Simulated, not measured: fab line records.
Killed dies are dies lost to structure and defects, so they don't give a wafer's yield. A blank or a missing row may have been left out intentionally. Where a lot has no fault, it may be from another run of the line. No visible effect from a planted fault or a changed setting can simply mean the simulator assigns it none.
Code-filled problem report in 8D (eight disciplines) form | flow n5-finfet | the parts of the form that need people (team, actions taken, sign-off) are left out

## 1. THE ISSUE
Wafers without a fault read 1500.2 rpm, standard deviation 1; spin-speed-rpm at N5_BEOL_M7_COAT_59 reads a mean of 1583.7 rpm on 9 wafers belonging to 3 lots. That puts it +84 standard deviations away from the usual mean.
The step: time 60 s, resist thk 100 nm.
First observed at day 11 14:35: wafer L918.3, on litho-track-01. The record has a number at this step for 32 wafers belonging to 11 lots. The rule behind "out" and "out of limits": a value lying over 4 standard deviations away from the usual mean. Any other wafer with a number is counted as sound.

## 2. WHAT THIS IS AND IS NOT
question                    | is                     | is not
which readings at this step | spin-speed-rpm         | -
which lots                  | L918, L919, L923       | L908, L910, L912, L913, L915, L920, L926, L930
which wafers of those lots  | all that have a number | -
read on which tools         | litho-track-01         | litho-track-02, litho-track-05
when                        | from day 11 14:35      | up to then (15 sound wafers); but 8 sound wafers of L920, L926, L930 came after

## 3. SUSPECTS, AND WHAT RULES EACH OUT
Counting: a tool at a process step up to the reading stays a suspect if it ran every lot that is out and no sound lot after the first of them.
- litho-track-01 at N5_BEOL_M7_COAT_59 (time 60 s, resist thk 100 nm): kept. All lots that are out passed through it, beginning with L918 at day 11 14:35, and no sound lot followed; its final sound lot before that point was L915 at day 10 18:58. Out on those wafers are its own readings of spin-speed-rpm.
Left after counting: litho-track-01 at N5_BEOL_M7_COAT_59.

## 4. THE CAUSE (what the simulator had put in)
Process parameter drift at N5_BEOL_M7_COAT_59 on litho-track-01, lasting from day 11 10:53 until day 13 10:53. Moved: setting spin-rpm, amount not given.
After counting, this tool was the only one left.

## 5. SEQUENCE OF EFFECTS, ordered by route
Rows list readings where the struck wafers' mean (over those with a number) sits beyond 3 standard deviations from the usual. Only readings whose record carries a usual standard deviation are examined. hours: median over the lots of the time between each lot's start at the first step of this table that gives one and its start at this step. sigmas: the change, counted in usual standard deviations.
hours | step               | reading        | usual      | on struck wafers | change | sigmas
0     | N5_BEOL_M7_COAT_59 | spin-speed-rpm | 1500.2 rpm | 1583.7           | +83.5  | +84
Here are the process steps it includes:
- N5_BEOL_M7_COAT_59: time 60 s, resist thk 100 nm.
Later steps that measure or inspect, where all struck wafers having a row at the step show a number for every such reading and not one has moved that far: N5_BEOL_M7_OVL_MEAS_12.

## 6. HOW IT WOULD HAVE BEEN CAUGHT EARLIER
In this record the first reading out of limits was taken at day 11 14:35, 4 hours after the fault began at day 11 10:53.
